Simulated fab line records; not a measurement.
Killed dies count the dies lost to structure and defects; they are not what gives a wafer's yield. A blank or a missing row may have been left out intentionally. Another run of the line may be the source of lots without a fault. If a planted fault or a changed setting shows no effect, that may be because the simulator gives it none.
Which tool did it? -- flow n5_finfet -- Sampling: 10 lots, 30 wafers, 2 of 1938 route steps

== WHAT EACH GAUGE READ, for each wafer ==
N5_BEOL_M4_RC_MEAS_101. Usual: DIBL_N 36.0 mV/V, standard deviation 1.8; DIBL_P 36.3 mV/V, standard deviation 2.4; IOFF_N 0.16 nA/um, standard deviation 0.035; IOFF_P 0.21 nA/um, standard deviation 0.036; ION_N 673 uA/um, standard deviation 13; ION_P 461 uA/um, standard deviation 7.2; SS_N 71.4 mV/dec, standard deviation 0.6; SS_P 73.2 mV/dec, standard deviation 0.7; VT_N 250 mV, standard deviation 4; VT_P -250.9 mV, standard deviation 2.9.
lot,measured,on,DIBL_N (mV/V),DIBL_P (mV/V),IOFF_N (nA/um),IOFF_P (nA/um),ION_N (uA/um),ION_P (uA/um),SS_N (mV/dec),SS_P (mV/dec),VT_N (mV),VT_P (mV),flag
L348,day 8 23:30,prober-01,36.3 35.8 38.5,37.4 37.5 40.0,0.17 0.16 0.23,0.21 0.22 0.26,683 672 702,462 468 475,71.5 70.7 71.8,73.8 72.9 73.9,248 250 245,-249.2 -247.8 -246.1,
L351,day 10 02:00,prober-02,32.7 34.2 35.7,32.6 34.1 37.3,0.10 0.12 0.15,0.14 0.16 0.20,643 663 692,446 453 471,70.0 71.5 71.5,71.9 72.7 73.3,259 255 248,-257.7 -254.1 -249.6,
L354,day 10 05:17,prober-01,37.1 38.0 40.5,38.9 39.6 43.6,0.18 0.18 0.26,0.20 0.22 0.29,690 681 697,466 464 464,70.7 71.6 72.0,73.9 74.2 74.2,244 247 242,-253.0 -252.3 -248.7,
L355,day 11 02:52,prober-01,36.3 36.3 39.2,36.1 36.3 39.5,0.17 0.16 0.24,0.20 0.20 0.26,683 686 691,464 464 459,71.6 71.9 72.2,73.7 73.7 74.0,247 249 244,-252.8 -252.5 -249.3,
L359,day 11 10:07,prober-01,35.5 33.3 35.3,34.8 33.1 34.6,0.15 0.12 0.15,0.20 0.18 0.19,685 669 677,470 456 462,71.1 70.8 70.9,72.8 72.4 72.5,250 252 251,-249.7 -249.3 -251.7,
L361,day 12 00:50,prober-02,37.1 34.1 35.4,38.8 35.2 36.9,0.18 0.12 0.13,0.21 0.16 0.17,677 658 653,459 452 448,71.9 70.2 71.9,73.7 72.8 72.6,249 256 256,-252.9 -257.1 -255.8,
L362,day 12 11:57,prober-01,35.5 32.1 34.3,34.3 31.1 32.7,0.13 0.09 0.11,0.18 0.13 0.15,662 640 664,454 441 460,70.9 70.4 70.6,72.9 72.0 72.1,255 259 256,-251.6 -256.4 -255.7,
L364,day 12 22:46,prober-01,37.1 35.1 37.7,38.5 35.2 38.7,0.16 0.12 0.17,0.23 0.20 0.24,678 664 680,465 463 470,71.7 71.3 71.9,73.3 72.1 73.4,251 257 250,-248.7 -251.2 -249.4,
L369,day 14 06:26,prober-01,37.2 37.9 39.3,37.1 36.6 38.0,0.16 0.16 0.20,0.21 0.21 0.25,673 681 687,457 461 464,71.4 72.1 72.2,73.4 74.0 73.7,250 250 247,-252.4 -252.9 -246.7,
L368,day 14 07:43,prober-02,37.5 37.7 36.6,39.3 39.7 38.0,0.18 0.18 0.16,0.24 0.25 0.23,691 680 685,475 471 474,71.0 72.0 71.1,73.8 74.1 73.4,246 247 246,-246.5 -247.2 -248.1,

N5_BEOL_M6_OVL_MEAS_29. Usual: V5_OVL gives 0.4 nm (standard deviation 0.65).
lot,measured,on,V5_OVL (nm),flag
L348,day 9 18:06,overlay-01,0.8 0.4 -0.2,
L351,day 10 17:34,overlay-01,0.6 0.7 0.0,
L354,day 11 01:01,overlay-01,0.4 0.2 -0.7,
L355,day 11 19:51,overlay-02,1.1 2.6 0.8,
L359,day 12 02:15,overlay-02,1.1 0.1 -0.3,
L361,day 12 16:15,overlay-01,0.1 0.9 0.0,
L362,day 13 06:21,overlay-02,-0.8 0.0 -0.2,
L364,day 13 18:46,overlay-02,0.7 1.4 1.1,
L369,day 15 04:25,overlay-02,0.2 0.7 0.7,
L368,day 15 07:18,overlay-02,0.7 0.2 1.1,

== WHICH TOOL RAN EACH LOT (tool, then ch and the chambers of the sampled wafers, then the start) ==
There is no process step in the record ahead of these readings.

== WHAT THE TOOLS THEMSELVES READ (means of the sampled wafers that have a number; where no wafer has one, the mark that the record gives instead) ==
The record holds no such reading with a usual standard deviation.

== THE ANSWER, worked out from the rows above alone ==
Rule: lot off if the mean of its wafers having a number is beyond 3 standard deviations from the usual mean. Also off: a lot with no number at a reading for which 4 or more lots have one. All remaining lots with rows at the step are treated as sound. After the gauges, taken in route order, come the tools' own readings; for these a lot's mean is taken, as printed above. At the first step where some lot is off, the reading lying furthest off is the one used; lots without a number count as furthest.
No lot is off at any reading shown: from this, nothing can be told.

== WHAT THE SIMULATOR PUT IN ==
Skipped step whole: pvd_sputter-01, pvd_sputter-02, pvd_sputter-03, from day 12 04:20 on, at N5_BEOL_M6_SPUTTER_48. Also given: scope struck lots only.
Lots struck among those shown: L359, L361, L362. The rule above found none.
